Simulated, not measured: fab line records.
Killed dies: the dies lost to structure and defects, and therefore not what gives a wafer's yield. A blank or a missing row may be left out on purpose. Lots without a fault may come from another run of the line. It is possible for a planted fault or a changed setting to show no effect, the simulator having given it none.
Comparing a struck lot with a sound one | flow nand_harc | 39 out of 1302 route steps
Sound: the wafers L335.2, L335.3, L335.5. Wafers L343.2, L343.5, L343.6 were the ones struck. The cause is given at the end.
Order at every step that has rows: each side's tool, ch and its chambers, its first start. Under that, the readings that differ: sound wafers | struck wafers | difference of the means | sigmas: that difference in standard deviations of wafers without a fault.
alike: readings with means less than 2 such deviations apart, plus words and numbers identical on both sides. not compared: withheld readings, readings lacking a value on some wafer, bounds such as >300 that could conceal the same value, and numbers that have no deviation in the record and whose values overlap.
The two part at a step that has a row with sigmas, a row that says differs or no value, or rows on one side only. When numbers do not overlap yet have no deviation, they are printed without sigmas and do not part them. A reading that every wafer of one side lacks parts them only if that side has two wafers or more.

first, 6 steps without rows for these wafers: NHARC_A_STAIRCASE_PEB_182 (peb time 130 s); NHARC_A_STAIRCASE_DEVELOP_183 (time 140 s); NHARC_A_STAIRCASE_HARDBAKE_185 (time 140 s); NHARC_A_STAIRCASE_DESCUM_186 (chemistry O2, time 3 s); NHARC_A_STAIRCASE_TRIM_187 (chemistry O2, time 211.2 s); NHARC_A_STAIRCASE_ETCH_188 (etches the open film in C4F8/O2, target depth 100 nm, time 40.5 s).
NHARC_A_STAIRCASE_TRIM_189: chemistry O2, time 211.2 s.
  sound on rie_diel-10 ch 1,2,3; struck on rie_diel-10 ch 2,3
  alike: drypump_motor_current_A, oes_product_au, rf_vpp_V, showerhead_plenum_p_Torr, throttle_valve_pct
  not compared: rf_hours_counter_h
then, 2 steps without rows for these wafers: NHARC_A_STAIRCASE_ETCH_190 (etches the open film in C4F8/O2, target depth 100 nm, time 40.5 s); NHARC_A_STAIRCASE_TRIM_191 (chemistry O2, time 211.2 s).
NHARC_A_STAIRCASE_ETCH_192: etches the open film in C4F8/O2, target depth 100 nm, time 40.5 s.
  sound on rie_diel-10 ch 0,3; struck on rie_diel-10 ch 0,1
  alike: oes_product_au, rf_vpp_V
  not compared: rf_hours_counter_h
then, 1 step without rows for these wafers: NHARC_A_STAIRCASE_TRIM_193 (chemistry O2, time 211.2 s).
NHARC_A_STAIRCASE_ETCH_194: etches the open film in C4F8/O2, target depth 100 nm, time 40.5 s.
  sound on rie_diel-10 ch 0,3, day 18 08:42; struck on rie_diel-10 ch 1,2,3, day 22 02:32
  alike: oes_product_au, rf_vpp_V
  not compared: rf_hours_counter_h
then, 2 steps without rows for these wafers: NHARC_A_STAIRCASE_TRIM_196 (chemistry O2, time 211.2 s); NHARC_A_STAIRCASE_ETCH_197 (etches the open film in C4F8/O2, target depth 100 nm, time 40.5 s).
NHARC_A_STAIRCASE_TRIM_198: chemistry O2, time 211.2 s.
  sound on rie_diel-05 ch 0,1,3; struck on rie_diel-01 ch 1,2,3
  alike: drypump_motor_current_A, oes_product_au, rf_vpp_V, showerhead_plenum_p_Torr, throttle_valve_pct
  not compared: rf_hours_counter_h
then, 3 steps without rows for these wafers: NHARC_A_STAIRCASE_ETCH_199 (etches the open film in C4F8/O2, target depth 100 nm, time 40.5 s); NHARC_A_STAIRCASE_TRIM_200 (chemistry O2, time 211.2 s); NHARC_A_STAIRCASE_ETCH_201 (etches the open film in C4F8/O2, target depth 100 nm, time 40.5 s).
NHARC_A_STAIRCASE_TRIM_202: chemistry O2, time 211.2 s.
  sound on rie_diel-05 ch 1,3; struck on rie_diel-01 ch 1,2
  reading                         | sound          | struck         | difference | sigmas
  showerhead_plenum_p_Torr (Torr) | 3.41 3.33 3.33 | 3.54 3.54 3.72 | +0.24      | +2
  alike: drypump_motor_current_A, oes_product_au, rf_vpp_V, throttle_valve_pct
  not compared: rf_hours_counter_h
then, 16 steps without rows for these wafers: NHARC_A_STAIRCASE_ETCH_203 (etches the open film in C4F8/O2, target depth 100 nm, time 40.5 s); NHARC_A_STAIRCASE_STRIP_205 (strips in O2); NHARC_A_STAIRCASE_STRIP_206 (strips in SPM, time 900 s); NHARC_A_STAIRCASE_PRECLEAN_207 (cleans in SC1); NHARC_A_STAIRCASE_SRD_208; NHARC_A_STAIRCASE_DEHYDRATE_209 (time 120 s); NHARC_A_STAIRCASE_HMDS_210 (time 30 s); NHARC_A_STAIRCASE_COAT_211; NHARC_A_STAIRCASE_SOFTBAKE_212 (time 170 s); NHARC_A_STAIRCASE_EBR_213; NHARC_A_STAIRCASE_EXPOSE_214 (exposes mask STAIR 3); NHARC_A_STAIRCASE_PEB_215 (peb time 130 s); NHARC_A_STAIRCASE_DEVELOP_216 (time 140 s); NHARC_A_STAIRCASE_HARDBAKE_218 (time 140 s); NHARC_A_STAIRCASE_DESCUM_219 (chemistry O2, time 3 s); NHARC_A_STAIRCASE_TRIM_220 (chemistry O2, time 211.2 s).
NHARC_A_STAIRCASE_ETCH_221: etches the open film in C4F8/O2, target depth 100 nm, time 40.5 s.
  sound on rie_diel-05 ch 1,3; struck on rie_diel-05 ch 2,3
  alike: oes_product_au, rf_vpp_V
  not compared: rf_hours_counter_h
then, 2 steps without rows for these wafers: NHARC_A_STAIRCASE_TRIM_222 (chemistry O2, time 211.2 s); NHARC_A_STAIRCASE_ETCH_223 (etches the open film in C4F8/O2, target depth 100 nm, time 40.5 s).
-- jump in the record: it breaks off in module A_STAIRCASE and resumes in module END (first step shown: number 1302 of the route), and 9 days separate the struck wafers' starts before and after --
NHARC_END_SORT_01:
  the record has rows for the struck wafers here (prober-01 ch 0, day 30 18:10) and none for the sound ones

## WHERE THEY PART
First at NHARC_A_STAIRCASE_TRIM_202; last, within this record, at NHARC_END_SORT_01.

WHY: what the simulator had put in
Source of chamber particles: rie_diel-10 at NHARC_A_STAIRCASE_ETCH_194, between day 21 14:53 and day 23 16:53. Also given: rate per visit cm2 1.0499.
